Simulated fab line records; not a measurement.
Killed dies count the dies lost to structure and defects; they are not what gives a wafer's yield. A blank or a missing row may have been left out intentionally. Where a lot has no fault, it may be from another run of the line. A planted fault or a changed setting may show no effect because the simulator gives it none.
Chamber matching / flow n5Finfet / 3 sister chambers for N5_BEOL_M10_CURE_71 on uvCure-02
The step cures SiCOH lowk, time 240 s. 18 wafers are shown with their chamber, then 9 later ones without.

## WAFERS PAIRED WITH THEIR CHAMBERS
wafer=L074.2; chamber=2; wafer_temp_C_max=387.8; lampPowerPct (%)=52.42
wafer=L074.4; chamber=2; wafer_temp_C_max=387.9; lampPowerPct (%)=52.31
wafer=L074.5; chamber=2; wafer_temp_C_max=388.2; lampPowerPct (%)=52.31
wafer=L078.2; chamber=2; wafer_temp_C_max=387.6; lampPowerPct (%)=52.39
wafer=L078.3; chamber=2; wafer_temp_C_max=388.1; lampPowerPct (%)=52.41
wafer=L078.5; chamber=2; wafer_temp_C_max=386.6; lampPowerPct (%)=52.33
wafer=L081.2; chamber=0; wafer_temp_C_max=387.6; lampPowerPct (%)=52.38
wafer=L081.3; chamber=0; wafer_temp_C_max=387.1; lampPowerPct (%)=52.31
wafer=L081.4; chamber=0; wafer_temp_C_max=388.5; lampPowerPct (%)=52.38
wafer=L080.2; chamber=0; wafer_temp_C_max=387.2; lampPowerPct (%)=52.29
wafer=L080.3; chamber=0; wafer_temp_C_max=386.9; lampPowerPct (%)=52.31
wafer=L080.6; chamber=0; wafer_temp_C_max=386.9; lampPowerPct (%)=52.33
wafer=L088.1; chamber=0; wafer_temp_C_max=387.2; lampPowerPct (%)=52.25
wafer=L088.2; chamber=0; wafer_temp_C_max=387.1; lampPowerPct (%)=52.31
wafer=L088.6; chamber=0; wafer_temp_C_max=387.3; lampPowerPct (%)=52.24
wafer=L086.1; chamber=1; wafer_temp_C_max=386.2; lampPowerPct (%)=52.30
wafer=L086.3; chamber=1; wafer_temp_C_max=386.6; lampPowerPct (%)=52.33
wafer=L086.4; chamber=1; wafer_temp_C_max=386.6; lampPowerPct (%)=52.27

SIGNATURES, as means of the wafers listed above
reading=wafer_temp_C_max; chamber 0=387.311; chamber 1=386.467; chamber 2=387.700; scatter within a chamber=0.499
reading=lampPowerPct; chamber 0=52.3111; chamber 1=52.3000; chamber 2=52.3617; scatter within a chamber=0.0474
Rule: a wafer lies at a distance from a chamber equal to the root of the sum of squares, over the readings, of (its reading less the chamber's mean, divided by the reading's scatter). The wafer belongs to the nearest chamber; if the next one is less than 2 further off, it can't be placed. The scatter: take each reading less its chamber's mean, square it, sum over the shown wafers, divide by the number of wafers less the number of chambers, and take the root.

## WAFERS WITHOUT THEIR CHAMBER
wafer=L090.3; wafer_temp_C_max=387.9; lampPowerPct (%)=52.30
wafer=L090.4; wafer_temp_C_max=387.2; lampPowerPct (%)=52.33
wafer=L090.6; wafer_temp_C_max=386.8; lampPowerPct (%)=52.25
wafer=L095.2; wafer_temp_C_max=387.0; lampPowerPct (%)=52.33
wafer=L095.3; wafer_temp_C_max=386.5; lampPowerPct (%)=52.35
wafer=L095.5; wafer_temp_C_max=386.9; lampPowerPct (%)=52.25
wafer=L097.2; wafer_temp_C_max=386.7; lampPowerPct (%)=52.36
wafer=L097.3; wafer_temp_C_max=386.9; lampPowerPct (%)=52.37
wafer=L097.6; wafer_temp_C_max=387.2; lampPowerPct (%)=52.35

## THE CHAMBER EACH PASSED THROUGH
wafer=L090.3; from the rows above=can't be placed: 0 or 2 or 1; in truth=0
wafer=L090.4; from the rows above=can't be placed: 0 or 2 or 1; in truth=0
wafer=L090.6; from the rows above=can't be placed: 1 or 0 or 2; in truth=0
wafer=L095.2; from the rows above=can't be placed: 0 or 1 or 2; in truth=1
wafer=L095.3; from the rows above=can't be placed: 1 or 0 or 2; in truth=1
wafer=L095.5; from the rows above=can't be placed: 1 or 0 or 2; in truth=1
wafer=L097.2; from the rows above=can't be placed: 1 or 0 or 2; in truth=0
wafer=L097.3; from the rows above=can't be placed: 0 or 2 or 1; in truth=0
wafer=L097.6; from the rows above=can't be placed: 0 or 2 or 1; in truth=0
Correctly placed: 0 of 9. Unplaceable from these rows: 9, with the true chamber sitting among the candidates in 9. Number placed wrongly: 0.
